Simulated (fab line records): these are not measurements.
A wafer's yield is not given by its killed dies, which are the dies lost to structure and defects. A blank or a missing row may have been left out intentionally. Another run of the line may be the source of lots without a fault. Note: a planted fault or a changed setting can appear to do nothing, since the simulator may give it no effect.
Which tool did it? || flow n5 finfet || 9 lots, 26 wafers sampled, at 5 steps of a route of 1938

== WHAT THE GAUGES READ, wafer by wafer ==
N5_BEOL_M4_RC_MEAS_101. Usual: DIBL_N 35.8 mV/V, standard deviation 1.8; DIBL_P 35.6 mV/V, standard deviation 2; IOFF_N 0.148 nA/um, standard deviation 0.028; IOFF_P 0.20 nA/um, standard deviation 0.034; ION_N 672 uA/um, standard deviation 12; ION_P 462 uA/um, standard deviation 8.5; SS_N 71.2 mV/dec, standard deviation 0.65; SS_P 73.1 mV/dec, standard deviation 0.67; VT_N 251 mV, standard deviation 3.3; VT_P -251 mV, standard deviation 3.8.
{"lot": "L452", "measured": "day 8 02:58", "on": "prober-01", "DIBL_N (mV/V)": "37.7 36.9 36.8", "DIBL_P (mV/V)": "38.6 36.7 37.4", "IOFF_N (nA/um)": "0.156 0.151 0.145", "IOFF_P (nA/um)": "0.22 0.20 0.21", "ION_N (uA/um)": "647 672 674", "ION_P (uA/um)": "451 461 464", "SS_N (mV/dec)": "72.1 70.9 70.4", "SS_P (mV/dec)": "73.9 72.5 73.5", "VT_N (mV)": "252 252 250", "VT_P (mV)": "-247 -248 -248", "flag": ""}
{"lot": "L462", "measured": "day 10 15:32", "on": "prober-01", "DIBL_N (mV/V)": "35.1 35.3 34.7", "DIBL_P (mV/V)": "34.7 35.3 34.5", "IOFF_N (nA/um)": "0.135 0.146 0.150", "IOFF_P (nA/um)": "0.18 0.18 0.18", "ION_N (uA/um)": "666 673 697", "ION_P (uA/um)": "458 456 468", "SS_N (mV/dec)": "71.8 71.5 70.6", "SS_P (mV/dec)": "71.9 72.5 72.7", "VT_N (mV)": "252 249 248", "VT_P (mV)": "-251 -251 -251", "flag": ""}
{"lot": "L465", "measured": "day 11 04:51", "on": "prober-01", "DIBL_N (mV/V)": "34.9 34.6 34.2", "DIBL_P (mV/V)": "35.3 34.7 35.1", "IOFF_N (nA/um)": "0.141 0.142 0.134", "IOFF_P (nA/um)": "0.21 0.21 0.21", "ION_N (uA/um)": "672 671 673", "ION_P (uA/um)": "466 473 463", "SS_N (mV/dec)": "71.2 70.9 70.0", "SS_P (mV/dec)": "72.7 72.8 72.3", "VT_N (mV)": "251 252 249", "VT_P (mV)": "-248 -251 -251", "flag": ""}
{"lot": "L467", "measured": "day 11 22:31", "on": "prober-01", "DIBL_N (mV/V)": "37.7 34.0 33.2", "DIBL_P (mV/V)": "38.3 33.9 32.5", "IOFF_N (nA/um)": "0.189 0.121 0.106", "IOFF_P (nA/um)": "0.22 0.17 0.14", "ION_N (uA/um)": "685 668 656", "ION_P (uA/um)": "463 460 452", "SS_N (mV/dec)": "71.8 71.3 70.4", "SS_P (mV/dec)": "74.0 72.1 72.6", "VT_N (mV)": "249 255 255", "VT_P (mV)": "-252 -254 -257", "flag": ""}
{"lot": "L471", "measured": "day 12 19:14", "on": "prober-02", "DIBL_N (mV/V)": "36.4 39.3 37.4", "DIBL_P (mV/V)": "33.2 36.0 35.8", "IOFF_N (nA/um)": "0.145 0.208 0.170", "IOFF_P (nA/um)": "0.16 0.19 0.20", "ION_N (uA/um)": "671 659 685", "ION_P (uA/um)": "454 443 459", "SS_N (mV/dec)": "71.8 72.7 71.3", "SS_P (mV/dec)": "73.0 73.9 73.8", "VT_N (mV)": "253 249 249", "VT_P (mV)": "-257 -253 -250", "flag": ""}
{"lot": "L473", "measured": "day 13 18:52", "on": "prober-02", "DIBL_N (mV/V)": "35.8 38.4 35.3", "DIBL_P (mV/V)": "35.0 37.4 33.1", "IOFF_N (nA/um)": "0.147 0.197 0.138", "IOFF_P (nA/um)": "0.19 0.24 0.18", "ION_N (uA/um)": "677 691 682", "ION_P (uA/um)": "463 478 464", "SS_N (mV/dec)": "71.3 71.6 71.0", "SS_P (mV/dec)": "72.4 72.5 71.9", "VT_N (mV)": "250 246 254", "VT_P (mV)": "-248 -247 -250", "flag": ""}
{"lot": "L474", "measured": "day 13 22:43", "on": "prober-02", "DIBL_N (mV/V)": "34.5 35.1 35.3", "DIBL_P (mV/V)": "34.1 35.6 35.2", "IOFF_N (nA/um)": "0.145 0.163 0.164", "IOFF_P (nA/um)": "0.19 0.21 0.21", "ION_N (uA/um)": "673 687 692", "ION_P (uA/um)": "471 470 469", "SS_N (mV/dec)": "70.7 70.5 70.9", "SS_P (mV/dec)": "72.4 72.9 72.9", "VT_N (mV)": "249 246 247", "VT_P (mV)": "-249 -247 -247", "flag": ""}

== TOOL THAT RAN EACH LOT (tool first, then ch and the chambers of the sampled wafers, then the start) ==
{"lot": "L452", "N5_MOL_CONTACT_COAG_ETCHBACK_135": "rie diel-06 ch 1,2,3, day 5 14:19", "N5_MOL_CONTACT_COAG_ETCH_124": "rie diel-05 ch 0,3, day 5 15:41", "N5_MOL_CONTACT_COAG_ETCH_48": "rie diel-05 ch 0,3, day 5 15:44", "N5_BEOL_M0_SAQP_HM_DEP_02": "pvd sputter-02, day 5 22:01"}
{"lot": "L456", "N5_MOL_CONTACT_COAG_ETCHBACK_135": "rie diel-05 ch 0,1, day 6 12:05", "N5_MOL_CONTACT_COAG_ETCH_124": "rie diel-06 ch 0,1, day 6 13:38", "N5_MOL_CONTACT_COAG_ETCH_48": "rie diel-06 ch 0,1, day 6 13:41", "N5_BEOL_M0_SAQP_HM_DEP_02": "-"}
{"lot": "L457", "N5_MOL_CONTACT_COAG_ETCHBACK_135": "rie diel-03 ch 2,3, day 6 17:07", "N5_MOL_CONTACT_COAG_ETCH_124": "rie diel-06 ch 0,1, day 6 18:25", "N5_MOL_CONTACT_COAG_ETCH_48": "rie diel-06 ch 0,1, day 6 18:28", "N5_BEOL_M0_SAQP_HM_DEP_02": "-"}
{"lot": "L462", "N5_MOL_CONTACT_COAG_ETCHBACK_135": "rie diel-05 ch 0,1,3, day 7 23:51", "N5_MOL_CONTACT_COAG_ETCH_124": "rie diel-05 ch 0,1,3, day 8 01:49", "N5_MOL_CONTACT_COAG_ETCH_48": "rie diel-05 ch 0,1,3, day 8 01:51", "N5_BEOL_M0_SAQP_HM_DEP_02": "pvd sputter-02, day 8 06:41"}
{"lot": "L465", "N5_MOL_CONTACT_COAG_ETCHBACK_135": "rie diel-03 ch 0,1,3, day 8 17:43", "N5_MOL_CONTACT_COAG_ETCH_124": "rie diel-05 ch 0,1,3, day 8 19:09", "N5_MOL_CONTACT_COAG_ETCH_48": "rie diel-05 ch 0,1,3, day 8 19:11", "N5_BEOL_M0_SAQP_HM_DEP_02": "pvd sputter-02, day 9 00:04"}
{"lot": "L467", "N5_MOL_CONTACT_COAG_ETCHBACK_135": "rie diel-05 ch 0,1,3, day 9 01:50", "N5_MOL_CONTACT_COAG_ETCH_124": "rie diel-05 ch 0,1,3, day 9 03:32", "N5_MOL_CONTACT_COAG_ETCH_48": "rie diel-05 ch 0,1,3, day 9 03:34", "N5_BEOL_M0_SAQP_HM_DEP_02": "pvd sputter-02, day 9 11:08"}
{"lot": "L471", "N5_MOL_CONTACT_COAG_ETCHBACK_135": "rie diel-03 ch 1,2,3, day 10 07:35", "N5_MOL_CONTACT_COAG_ETCH_124": "rie diel-06 ch 2,3, day 10 09:13", "N5_MOL_CONTACT_COAG_ETCH_48": "rie diel-06 ch 2,3, day 10 09:15", "N5_BEOL_M0_SAQP_HM_DEP_02": "pvd sputter-02, day 10 15:14"}
{"lot": "L473", "N5_MOL_CONTACT_COAG_ETCHBACK_135": "rie diel-06 ch 1,2, day 10 16:58", "N5_MOL_CONTACT_COAG_ETCH_124": "rie diel-06 ch 1,2, day 10 18:30", "N5_MOL_CONTACT_COAG_ETCH_48": "rie diel-06 ch 1,2, day 10 18:32", "N5_BEOL_M0_SAQP_HM_DEP_02": "pvd sputter-03, day 10 23:03"}
{"lot": "L474", "N5_MOL_CONTACT_COAG_ETCHBACK_135": "rie diel-03 ch 0,1,2, day 10 20:23", "N5_MOL_CONTACT_COAG_ETCH_124": "rie diel-03 ch 1,2,3, day 10 21:56", "N5_MOL_CONTACT_COAG_ETCH_48": "rie diel-03 ch 1,2,3, day 10 21:59", "N5_BEOL_M0_SAQP_HM_DEP_02": "pvd sputter-01, day 11 03:35"}
- N5_MOL_CONTACT_COAG_ETCHBACK_135: etches SiO2 in CHF3, target depth 25 nm, time 16.7 s.
- N5_MOL_CONTACT_COAG_ETCH_124: etches SiNx in CH3F/O2, stops on SiOC, target depth 6.5 nm.
- N5_MOL_CONTACT_COAG_ETCH_48: etches SiOC in C4F6/O2, target depth 15 nm, overetch 4.5 nm, time 17 s.
- N5_BEOL_M0_SAQP_HM_DEP_02: deposits TiN, target thk 12 nm.

== AS READ BY THE TOOLS THEMSELVES (means over the sampled wafers that have a number; for cases with no such wafer, the mark the record gives instead) ==
N5_MOL_CONTACT_COAG_ETCHBACK_135. Usual: drypump motor current A 5.7 A, standard deviation 0.41; oes product au 0.78 a.u., standard deviation 0.084; rf vpp V 526 V, standard deviation 10; showerhead plenum p Torr 2.36 Torr, standard deviation 0.068; throttle valve pct 18.69 %, standard deviation 0.15.
{"lot": "L452", "tool": "rie diel-06", "drypump motor current A (A)": 5.8, "oes product au (a.u.)": 0.73, "rf vpp V (V)": 517, "showerhead plenum p Torr (Torr)": 2.30, "throttle valve pct (%)": 18.58, "flag": ""}
{"lot": "L456", "tool": "rie diel-05", "drypump motor current A (A)": 5.4, "oes product au (a.u.)": 0.73, "rf vpp V (V)": 518, "showerhead plenum p Torr (Torr)": 2.37, "throttle valve pct (%)": 18.75, "flag": ""}
{"lot": "L457", "tool": "rie diel-03", "drypump motor current A (A)": 5.9, "oes product au (a.u.)": 0.84, "rf vpp V (V)": 526, "showerhead plenum p Torr (Torr)": 2.31, "throttle valve pct (%)": 18.66, "flag": ""}
{"lot": "L462", "tool": "rie diel-05", "drypump motor current A (A)": 5.4, "oes product au (a.u.)": 0.80, "rf vpp V (V)": 521, "showerhead plenum p Torr (Torr)": 2.36, "throttle valve pct (%)": 18.79, "flag": ""}
{"lot": "L465", "tool": "rie diel-03", "drypump motor current A (A)": 5.7, "oes product au (a.u.)": 0.88, "rf vpp V (V)": 530, "showerhead plenum p Torr (Torr)": 2.36, "throttle valve pct (%)": 18.69, "flag": ""}
{"lot": "L467", "tool": "rie diel-05", "drypump motor current A (A)": 5.4, "oes product au (a.u.)": 0.79, "rf vpp V (V)": 521, "showerhead plenum p Torr (Torr)": 2.35, "throttle valve pct (%)": 18.81, "flag": ""}
{"lot": "L471", "tool": "rie diel-03", "drypump motor current A (A)": 5.7, "oes product au (a.u.)": 0.83, "rf vpp V (V)": 531, "showerhead plenum p Torr (Torr)": 2.34, "throttle valve pct (%)": 18.70, "flag": ""}
{"lot": "L473", "tool": "rie diel-06", "drypump motor current A (A)": 5.6, "oes product au (a.u.)": 0.86, "rf vpp V (V)": 517, "showerhead plenum p Torr (Torr)": 2.47, "throttle valve pct (%)": 18.41, "flag": ""}
{"lot": "L474", "tool": "rie diel-03", "drypump motor current A (A)": 5.9, "oes product au (a.u.)": 0.82, "rf vpp V (V)": 528, "showerhead plenum p Torr (Torr)": 2.33, "throttle valve pct (%)": 18.75, "flag": ""}

N5_MOL_CONTACT_COAG_ETCH_124. Usual: CH3F_flow_sccm 30.00 sccm, standard deviation 0.09; O2_flow_sccm 20.00 sccm, standard deviation 0.06; drypump motor current A 5.6 A, standard deviation 0.38; oes product au 0.67 a.u., standard deviation 0.071; rf vpp V 299 V, standard deviation 5.8; showerhead plenum p Torr 1.99 Torr, standard deviation 0.058; throttle valve pct 16.30 %, standard deviation 0.16.
{"lot": "L452", "tool": "rie diel-05", "CH3F_flow_sccm (sccm)": 30.04, "O2_flow_sccm (sccm)": 19.94, "drypump motor current A (A)": 5.4, "oes product au (a.u.)": 0.59, "rf vpp V (V)": 298, "showerhead plenum p Torr (Torr)": 1.98, "throttle valve pct (%)": 16.61, "flag": ""}
{"lot": "L456", "tool": "rie diel-06", "CH3F_flow_sccm (sccm)": 30.07, "O2_flow_sccm (sccm)": 19.94, "drypump motor current A (A)": 5.3, "oes product au (a.u.)": 0.65, "rf vpp V (V)": 298, "showerhead plenum p Torr (Torr)": 2.02, "throttle valve pct (%)": 16.17, "flag": ""}
{"lot": "L457", "tool": "rie diel-06", "CH3F_flow_sccm (sccm)": 30.00, "O2_flow_sccm (sccm)": 20.05, "drypump motor current A (A)": 5.2, "oes product au (a.u.)": 0.64, "rf vpp V (V)": 301, "showerhead plenum p Torr (Torr)": 2.03, "throttle valve pct (%)": 16.24, "flag": ""}
{"lot": "L462", "tool": "rie diel-05", "CH3F_flow_sccm (sccm)": 30.07, "O2_flow_sccm (sccm)": 20.05, "drypump motor current A (A)": 5.4, "oes product au (a.u.)": 0.67, "rf vpp V (V)": 296, "showerhead plenum p Torr (Torr)": 1.98, "throttle valve pct (%)": 16.37, "flag": ""}
{"lot": "L465", "tool": "rie diel-05", "CH3F_flow_sccm (sccm)": 30.00, "O2_flow_sccm (sccm)": 19.98, "drypump motor current A (A)": 5.4, "oes product au (a.u.)": 0.67, "rf vpp V (V)": 295, "showerhead plenum p Torr (Torr)": 1.98, "throttle valve pct (%)": 16.38, "flag": ""}
{"lot": "L467", "tool": "rie diel-05", "CH3F_flow_sccm (sccm)": 30.01, "O2_flow_sccm (sccm)": 20.01, "drypump motor current A (A)": 5.4, "oes product au (a.u.)": 0.66, "rf vpp V (V)": 296, "showerhead plenum p Torr (Torr)": 1.97, "throttle valve pct (%)": 16.38, "flag": ""}
{"lot": "L471", "tool": "rie diel-06", "CH3F_flow_sccm (sccm)": 29.90, "O2_flow_sccm (sccm)": 19.99, "drypump motor current A (A)": 6.2, "oes product au (a.u.)": 0.67, "rf vpp V (V)": 296, "showerhead plenum p Torr (Torr)": 1.97, "throttle valve pct (%)": 16.25, "flag": ""}
{"lot": "L473", "tool": "rie diel-06", "CH3F_flow_sccm (sccm)": 30.01, "O2_flow_sccm (sccm)": 19.96, "drypump motor current A (A)": 5.5, "oes product au (a.u.)": 0.69, "rf vpp V (V)": 295, "showerhead plenum p Torr (Torr)": 2.03, "throttle valve pct (%)": 16.03, "flag": ""}
{"lot": "L474", "tool": "rie diel-03", "CH3F_flow_sccm (sccm)": 29.92, "O2_flow_sccm (sccm)": 20.00, "drypump motor current A (A)": 5.7, "oes product au (a.u.)": 0.71, "rf vpp V (V)": 302, "showerhead plenum p Torr (Torr)": 1.96, "throttle valve pct (%)": 16.30, "flag": ""}

N5_MOL_CONTACT_COAG_ETCH_48. Usual: C4F6_flow_sccm 9.997 sccm, standard deviation 0.029; O2_flow_sccm 10.003 sccm, standard deviation 0.028; drypump motor current A 5.6 A, standard deviation 0.38; oes product au 0.66 a.u., standard deviation 0.071; rf vpp V 1595 V, standard deviation 29; showerhead plenum p Torr 2.82 Torr, standard deviation 0.079; throttle valve pct 40.53 %, standard deviation 0.28.
{"lot": "L452", "tool": "rie diel-05", "C4F6_flow_sccm (sccm)": 10.004, "O2_flow_sccm (sccm)": 9.986, "drypump motor current A (A)": 5.4, "oes product au (a.u.)": 0.58, "rf vpp V (V)": 1588, "showerhead plenum p Torr (Torr)": 2.81, "throttle valve pct (%)": 40.71, "flag": ""}
{"lot": "L456", "tool": "rie diel-06", "C4F6_flow_sccm (sccm)": "-", "O2_flow_sccm (sccm)": "-", "drypump motor current A (A)": "-", "oes product au (a.u.)": "-", "rf vpp V (V)": "-", "showerhead plenum p Torr (Torr)": "-", "throttle valve pct (%)": "-", "flag": "OFF"}
{"lot": "L457", "tool": "rie diel-06", "C4F6_flow_sccm (sccm)": "-", "O2_flow_sccm (sccm)": "-", "drypump motor current A (A)": "-", "oes product au (a.u.)": "-", "rf vpp V (V)": "-", "showerhead plenum p Torr (Torr)": "-", "throttle valve pct (%)": "-", "flag": "OFF"}
{"lot": "L462", "tool": "rie diel-05", "C4F6_flow_sccm (sccm)": 10.022, "O2_flow_sccm (sccm)": 10.017, "drypump motor current A (A)": 5.4, "oes product au (a.u.)": 0.64, "rf vpp V (V)": 1580, "showerhead plenum p Torr (Torr)": 2.81, "throttle valve pct (%)": 40.68, "flag": ""}
{"lot": "L465", "tool": "rie diel-05", "C4F6_flow_sccm (sccm)": 9.985, "O2_flow_sccm (sccm)": 9.993, "drypump motor current A (A)": 5.4, "oes product au (a.u.)": 0.68, "rf vpp V (V)": 1580, "showerhead plenum p Torr (Torr)": 2.81, "throttle valve pct (%)": 40.71, "flag": ""}
{"lot": "L467", "tool": "rie diel-05", "C4F6_flow_sccm (sccm)": 9.958, "O2_flow_sccm (sccm)": 10.000, "drypump motor current A (A)": 5.4, "oes product au (a.u.)": 0.62, "rf vpp V (V)": 1579, "showerhead plenum p Torr (Torr)": 2.81, "throttle valve pct (%)": 40.68, "flag": ""}
{"lot": "L471", "tool": "rie diel-06", "C4F6_flow_sccm (sccm)": 10.009, "O2_flow_sccm (sccm)": 9.984, "drypump motor current A (A)": 6.1, "oes product au (a.u.)": 0.65, "rf vpp V (V)": 1582, "showerhead plenum p Torr (Torr)": 2.81, "throttle valve pct (%)": 40.15, "flag": ""}
{"lot": "L473", "tool": "rie diel-06", "C4F6_flow_sccm (sccm)": 9.987, "O2_flow_sccm (sccm)": 9.991, "drypump motor current A (A)": 5.5, "oes product au (a.u.)": 0.70, "rf vpp V (V)": 1575, "showerhead plenum p Torr (Torr)": 2.88, "throttle valve pct (%)": 40.27, "flag": ""}
{"lot": "L474", "tool": "rie diel-03", "C4F6_flow_sccm (sccm)": 9.995, "O2_flow_sccm (sccm)": 10.015, "drypump motor current A (A)": 5.7, "oes product au (a.u.)": 0.69, "rf vpp V (V)": 1606, "showerhead plenum p Torr (Torr)": 2.79, "throttle valve pct (%)": 40.53, "flag": ""}

N5_BEOL_M0_SAQP_HM_DEP_02. Usual: throttle valve pct 30.3 %, standard deviation 1.
{"lot": "L452", "tool": "pvd sputter-02", "throttle valve pct (%)": 29.9, "flag": ""}
{"lot": "L462", "tool": "pvd sputter-02", "throttle valve pct (%)": 30.7, "flag": ""}
{"lot": "L465", "tool": "pvd sputter-02", "throttle valve pct (%)": 30.3, "flag": ""}
{"lot": "L467", "tool": "pvd sputter-02", "throttle valve pct (%)": 30.3, "flag": ""}
{"lot": "L471", "tool": "pvd sputter-02", "throttle valve pct (%)": 30.5, "flag": ""}
{"lot": "L473", "tool": "pvd sputter-03", "throttle valve pct (%)": 30.8, "flag": ""}
{"lot": "L474", "tool": "pvd sputter-01", "throttle valve pct (%)": 30.6, "flag": ""}

== THE ANSWER, worked out from the rows above alone ==
Rule: a lot counts as off when the mean over its wafers that have a number is more than 3 standard deviations away from the usual mean. A lot without any number at a reading at which 4 lots or more have one is off too. All remaining lots with rows at the step are treated as sound. First the gauges in route order, then the tools' own readings, where a lot's mean is used as printed above. At the first step where some lot is off, the reading lying furthest off is the one used; lots without a number count as furthest.
Off: L456, L457, at N5_MOL_CONTACT_COAG_ETCH_48 (C4F6_flow_sccm). Without a number there: L456, L457.
A tool fits if, at that step or a process step before it, it ran every lot that is off, and no sound lot after the first of them. No candidate that was tried fits.

== WHAT THE SIMULATOR HAD INSERTED ==
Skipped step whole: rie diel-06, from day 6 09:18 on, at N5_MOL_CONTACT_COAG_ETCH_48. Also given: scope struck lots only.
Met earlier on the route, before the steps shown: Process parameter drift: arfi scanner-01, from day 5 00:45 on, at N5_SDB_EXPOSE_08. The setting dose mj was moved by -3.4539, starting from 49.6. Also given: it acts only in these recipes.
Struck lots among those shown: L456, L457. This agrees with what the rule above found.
